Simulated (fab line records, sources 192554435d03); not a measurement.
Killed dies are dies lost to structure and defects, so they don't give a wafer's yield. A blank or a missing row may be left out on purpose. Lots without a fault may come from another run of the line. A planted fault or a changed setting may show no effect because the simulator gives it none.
Problem report in the 8D (eight disciplines) form, filled by code | flow n5_finfet | the parts of the form that need people (team, actions taken, sign-off) are left out

1. THE PROBLEM
rf_fwd_power_W at N5_BEOL_M0_SAQP_MANDREL_ETCH_20 reads a mean of 990.8 W on 2 wafers of 1 lot; wafers without a fault read 794.4 W with a standard deviation of 2.8. That is +70 standard deviations from the usual mean.
The step: etches a-Si in HBr/Cl2, stops on SiNx, target depth 60 nm, bt time 10 s, time 30 s.
First seen on wafer L324.4, day 9 17:30, on rie_si-05. The record holds 27 wafers of 9 lots with a number at this step. Rule for "out", or "out of limits": more than 4 standard deviations from the usual mean. The other wafers with a number count as sound.

2. WHAT IT IS AND WHAT IT IS NOT
question                    | is               | is not
which readings at this step | rf_fwd_power_W   | drypump_motor_current_A, oes_product_au, throttle_valve_pct
which lots                  | L324             | L309, L310, L314, L317, L322, L326, L327, L331
which wafers of those lots  | L324.4, L324.5   | L324.1
read on which tools         | rie_si-05        | rie_si-02, rie_si-04
when                        | from day 9 17:30 | up to then (16 sound wafers); but 9 sound wafers of L326, L327, L331 came after

3. SUSPECTS, AND WHAT RULES EACH OUT
Counting: a tool at a process step up to the reading stays a suspect if it ran every lot that is out. Sound lots after the first of them don't rule it out here, since some wafers of a struck lot are sound.
- pecvd-02 at N5_BEOL_M0_SAQP_PECVD_97 (deposits SiNx from SiH4/NH3/N2, target thk 23 nm, time 19.9 s): kept. It ran the lot that is out, L324 (day 9 16:27); its last sound lot up to then is L309 (day 5 18:32).
- rie_si-05 at N5_BEOL_M0_SAQP_MANDREL_ETCH_20 (etches a-Si in HBr/Cl2, stops on SiNx, target depth 60 nm, bt time 10 s, time 30 s): kept. It ran the lot that is out, L324 (day 9 17:30); its last sound lot up to then is L322 (day 9 08:28). Its own readings are out on those wafers: rf_fwd_power_W.
- Within rie_si-05 at N5_BEOL_M0_SAQP_MANDREL_ETCH_20: the wafers that are out ran in chamber 3; their sound lot-mates ran in chamber 1.
Left after counting: pecvd-02 at N5_BEOL_M0_SAQP_PECVD_97, rie_si-05 at N5_BEOL_M0_SAQP_MANDREL_ETCH_20.

4. THE CAUSE (what the simulator had put in)
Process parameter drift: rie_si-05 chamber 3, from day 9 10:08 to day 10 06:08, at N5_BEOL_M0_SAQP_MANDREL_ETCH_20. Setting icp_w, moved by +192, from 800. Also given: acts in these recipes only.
Counting left 2 suspects, and this tool is among them.

5. THE CHAIN OF EFFECTS, in route order
Each row: a reading whose mean over the struck wafers that have a number lies more than 3 standard deviations from the usual. Only readings for which the record gives a usual standard deviation are gone through. hours: the time from each lot's start at the first step in this table that gives one to its start at this step, as a median over the lots. sigmas: the change in usual standard deviations.
hours | step                            | reading        | usual   | on struck wafers | change | sigmas
0     | N5_BEOL_M0_SAQP_MANDREL_ETCH_20 | rf_fwd_power_W | 794.4 W | 990.8            | +196.4 | +70
The process steps in it:
- N5_BEOL_M0_SAQP_MANDREL_ETCH_20: etches a-Si in HBr/Cl2, stops on SiNx, target depth 60 nm, bt time 10 s, time 30 s.
Later measuring or inspecting steps at which every struck wafer that the step has a row for has a number for every such reading, and none has moved that far: N5_BEOL_M4_RC_MEAS_101.

6. WHAT WOULD HAVE CAUGHT IT SOONER
In this record the first reading out of limits was taken at day 9 17:30, 7 hours after the fault began at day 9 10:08.
